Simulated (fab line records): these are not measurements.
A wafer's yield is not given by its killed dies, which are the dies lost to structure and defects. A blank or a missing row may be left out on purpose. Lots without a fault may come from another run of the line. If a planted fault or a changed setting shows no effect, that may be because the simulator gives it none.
fab line records | flow nand-harc
[record] lots = 5 wafers = 15 last-day = 24
route steps=1159 shown P_GATE@170
lots that met no fault: from a run of the same line without faults
start-h: start of the lot's first displayed wafer, in hours after the record's first day | wait-h: how many hours have passed since the lot's step before this one | " as in the row above | L1.1+2: a single row standing in for several wafers | - no value, or no start was given | * or withheld: withheld | < > ~ a bound
route shown NAME@n: NAME is a module with steps in the file, n the number in the route of the first one | usual: mean/standard deviation of fault-free wafers | same: alike in all rows | chamber/n: place in a boat | sites: the reading at each site | _std_site: the values' standard deviation | _edge_site: the outer-site mean with the inner-site mean subtracted | radius-mm: how far each site lies from the wafer's centre | mask NAME#n: copy n | behind: tool/chamber where the wafer was last shaped | hold: reason for holding the lot/hours on hold/outcome of the hold | device: the transistor (n, p or np) that didn't switch | end of line: the route-end tests of the same wafers | for a step that has no rows: nothing shown but its recipe | killed: the dies lost at the first sort to structure and to defects; this is not the yield of the wafer | map: a wafer's dies, marking killed ones x, the rest . and places with no die _
set.NAME: the setting the step ran with; set.NAME@STEP: the setting that earlier step ran with | model.NAME: the simulator's own value behind a step, which no gauge read
lots at some steps of the route; a table a step, a row a wafer
services: when a tool's chamber went out of use (start-h, in hours from the record's first day, below 0 if earlier), for how many hours, and the reason
[[steps]]
[step NHARC_P_GATE_CD_MEAS_46]
[recipe] target-cd-nm = 720 landing-energy-ev = 500
[usual] cd-nm = 718.9/2.1
[same] landing-energy-ev = 500
// columns lot.wafer tool chamber start-h wait-h cd-nm
L652.1 cd-sem-02 0 148.31 - 718.3
L652.4 " 0 " " 716.8
L652.6 " 0 " " 718.2
L656.1 cd-sem-02 0 183.10 - 714.2
L656.2 " 0 " " 714.9
L656.4 " 0 " " 720.7
L657.3 cd-sem-01 0 184.02 - 720.6
L657.4 " 0 " " 719.4
L657.5 " 0 " " 716.9
L661.2 cd-sem-03 0 203.54 - 722.5
L661.5 " 0 " " 718.0
L661.6 " 0 " " 720.3
L666.2 cd-sem-01 0 235.11 - 714.6
L666.5 " 0 " " 717.8
L666.6 " 0 " " 716.5
[step NHARC_P_GATE_HARDBAKE_47]
[recipe] temp-c = 125 time-s = 80
[step NHARC_P_GATE_DESCUM_48]
[recipe] time-s = 3 o2-flow-sccm = 200 ar-flow-sccm = 0 bias-power-w = 0 chemistry = O2
[usual] drypump-motor-current-A = 5.8/0.4 oes-product-au = 1.001/0.014 rf-vpp-V = 57.9/0.87 showerhead-plenum-p-Torr = 1.95/0.065 throttle-valve-pct = 11.311/0.0087
// columns lot.wafer tool chamber start-h wait-h drypump-motor-current-A oes-product-au rf-hours-counter-h rf-vpp-V showerhead-plenum-p-Torr throttle-valve-pct
L652.4 rie-diel-05 1 148.50 - 5.2 1.006 26 58.4 1.97 11.323
L652.1 " 2 " " 6.4 1.010 27 57.3 1.83 11.301
L652.6 " 0 " " 5.4 1.010 - 56.3 1.97 11.296
L656.4 rie-diel-13 2 183.27 - 6.0 1.009 28 57.3 2.03 11.312
L656.1 " 0 " " 5.6 0.985 27 57.4 2.07 11.309
L656.2 " 1 " " 5.6 0.976 28 57.7 2.02 11.310
L657.3 rie-diel-05 1 184.18 - 5.2 1.010 3 58.7 1.97 11.308
L657.4 " 3 " " 5.4 0.989 2 57.6 1.91 11.314
L657.5 " 1 " " 5.2 1.007 - 58.1 1.97 11.316
L661.2 rie-diel-05 1 203.73 - 5.2 1.007 7 57.4 1.97 11.316
L661.6 " 2 " " 6.4 1.025 - 57.7 1.83 11.313
L661.5 " 3 " " 5.4 1.015 - 56.8 1.91 11.325
L666.2 rie-diel-13 0 235.30 - 5.6 0.984 50 59.9 2.06 11.318
L666.5 " 2 " " 6.0 1.000 - 57.9 2.02 11.315
L666.6 " 3 " " 5.6 1.003 - 56.9 2.02 11.304
[step NHARC_P_GATE_IMPLANT_49]
[recipe] energy-kev = 30 dose-cm2 = 3e+15 tilt-deg = 7
[step NHARC_P_GATE_STRIP_111]
[recipe] power-w = 1500 temp-c = 110 time-s = 250 chemistry = N2/H2
[usual] drypump-motor-current-A = 5.65/0.25 heater-power-w = 85/7.2
// columns lot.wafer tool chamber start-h wait-h drypump-motor-current-A heater-power-w rf-hours-counter-h
L652.1 plasma-asher-01 1 148.85 0.2 5.91 84 13
L652.4 " 0 " " 5.67 77 -
L652.6 " 0 " " 5.68 77 -
L656.1 plasma-asher-01 1 183.84 0.4 5.91 87 25
L656.2 " 0 " " 5.66 76 25
L656.4 " 0 " " 5.65 77 -
L657.3 plasma-asher-01 0 184.64 0.2 5.67 76 -
L657.4 " 1 " " 5.93 86 -
L657.5 " 1 " " 5.92 84 -
L661.2 plasma-asher-02 0 204.07 0.2 5.78 93 3
L661.5 " 0 " " 5.80 91 -
L661.6 " 1 " " 5.28 88 -
L666.2 plasma-asher-01 1 235.69 0.2 5.91 85 43
L666.5 " 0 " " 5.66 78 -
L666.6 " 1 " " 5.92 88 -
[step NHARC_P_GATE_STRIP_75]
[recipe] power-w = 1500 temp-c = 250 chemistry = O2
[usual] drypump-motor-current-A = 5.64/0.25 heater-power-w = 319/26
// columns lot.wafer tool chamber start-h wait-h drypump-motor-current-A heater-power-w rf-hours-counter-h
L652.1 plasma-asher-01 1 149.15 0.2 5.93 317 13
L652.4 " 0 " " 5.68 285 -
L652.6 " 0 " " 5.67 293 -
L656.1 plasma-asher-01 1 184.14 0.3 5.92 318 26
L656.2 " 0 " " 5.72 289 26
L656.4 " 0 " " 5.69 285 -
L657.3 plasma-asher-01 0 184.86 0.2 5.67 287 -
L657.4 " 1 " " 5.89 318 -
L657.5 " 1 " " 5.94 322 -
L661.2 plasma-asher-02 0 204.37 0.3 5.78 332 3
L661.5 " 0 " " 5.78 334 -
L661.6 " 1 " " 5.28 325 -
L666.2 plasma-asher-01 1 235.95 0.2 5.93 312 44
L666.5 " 0 " " 5.68 288 -
L666.6 " 1 " " 5.95 328 -
[step NHARC_P_GATE_STRIP_50]
[recipe] time-s = 900 temp-c = 130 chemistry = SPM
[step NHARC_P_GATE_DEHYDRATE_51]
[recipe] temp-c = 150 time-s = 120
[step NHARC_P_GATE_HMDS_52]
[recipe] time-s = 30
[step NHARC_P_GATE_COAT_53]
[recipe] spin-rpm = 3000
[step NHARC_P_GATE_SOFTBAKE_54]
[recipe] temp-c = 122 time-s = 95
[step NHARC_P_GATE_EBR_55]
[step NHARC_P_GATE_EXPOSE_56]
[recipe] na = 0.6 target-cd-nm = 720 dose-mj = 14.81 mask-id = P_PSD
// columns lot.wafer tool chamber start-h wait-h mask
L652.1+4+6 krf-scanner-01 0 149.80 - P_PSD#0
L656.1+2+4 krf-scanner-01 0 184.78 - P_PSD#0
L657.3+4+5 krf-scanner-01 0 185.51 - P_NSD#0
L661.2+5+6 krf-scanner-01 0 205.16 - P_PSD#0
L666.2+5+6 krf-scanner-01 0 236.71 - P_PSD#0
[step NHARC_P_GATE_PEB_57]
[recipe] peb-temp-c = 118 peb-time-s = 85
[step NHARC_P_GATE_DEVELOP_58]
[recipe] time-s = 70
[step NHARC_P_GATE_CD_MEAS_59]
[recipe] target-cd-nm = 720 landing-energy-ev = 500
[usual] cd-nm = 719.7/2.4
[same] landing-energy-ev = 500
// columns lot.wafer tool chamber start-h wait-h cd-nm
L652.1 cd-sem-03 0 149.96 - 719.2
L652.4 " 0 " " 714.7
L652.6 " 0 " " 716.4
L656.1 cd-sem-01 0 184.94 - 720.6
L656.2 " 0 " " 720.2
L656.4 " 0 " " 721.9
L657.3 cd-sem-01 0 185.67 - -
L657.4 " 0 " " -
L657.5 " 0 " " -
L661.2 cd-sem-02 0 205.32 - 716.8
L661.5 " 0 " " 718.8
L661.6 " 0 " " 716.7
L666.2 cd-sem-03 0 236.88 - 715.2
L666.5 " 0 " " 716.6
L666.6 " 0 " " 716.2
[step NHARC_P_GATE_HARDBAKE_60]
[recipe] temp-c = 125 time-s = 80
[[services]]
// columns tool chamber start-h hours kind
rie-diel-05 3 126.77 6.1 repair
plasma-asher-02 - 137.88 0.8 repair
rie-diel-05 0 142.78 - clean
rie-diel-05 1 142.78 - clean
rie-diel-05 2 142.78 - clean
rie-diel-05 3 142.78 - clean
plasma-asher-01 - 149.32 1.7 repair
rie-diel-05 - 163.79 9.0 pm
rie-diel-05 0 163.79 9.0 vent-cycle
rie-diel-05 1 163.79 9.0 vent-cycle
rie-diel-05 2 163.79 9.0 vent-cycle
rie-diel-05 3 163.79 9.0 vent-cycle
rie-diel-05 0 172.79 - clean
rie-diel-05 1 172.79 - clean
rie-diel-05 2 172.79 - clean
rie-diel-05 3 172.79 - clean
plasma-asher-02 - 183.20 9.0 pm
rie-diel-05 - 195.55 0.5 repair
rie-diel-05 0 197.37 - clean
rie-diel-05 1 197.37 - clean
rie-diel-13 3 208.98 7.4 repair
krf-scanner-01 - 222.42 0.1 repair
krf-scanner-01 - 230.36 1.1 repair
rie-diel-05 1 233.10 2.4 repair
[[key]]
[first-sign] step = NHARC_P_GATE_EXPOSE_56 reading = mask direction = changed
[effect] step = NHARC_P_GATE_CD_MEAS_59 reading = cd-nm direction = missing
met-at NHARC_P_GATE_EXPOSE_56
struck-wafers L657.3,L657.4,L657.5
later-rows-left-out L657.3,L657.4,L657.5
sort-left-out L657.3,L657.4,L657.5
tester-left-out L657
onset-between 184.78 185.51
[fault] kind = wrong-mask tool = any chamber = - onset-h = 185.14 steps = NHARC_P_GATE_EXPOSE_56 aux-copy = P_NSD#0 scope = struck-lots-only
// tester-left-out: of these lots the tester's yield and bins aren't shown, on N5 and GAA mostly nor the transistor test; their killed dies are dies lost to structure and defects alone, not to doping, threshold or leakage, so they don't give the yield
// sort-left-out: the simulated sort isn't trusted on such a fault, so these wafers' sort isn't shown, and their yield isn't known
// later-rows-left-out: the simulator's readings of these wafers behind a module that went badly wrong aren't trusted and aren't shown, but for the sort
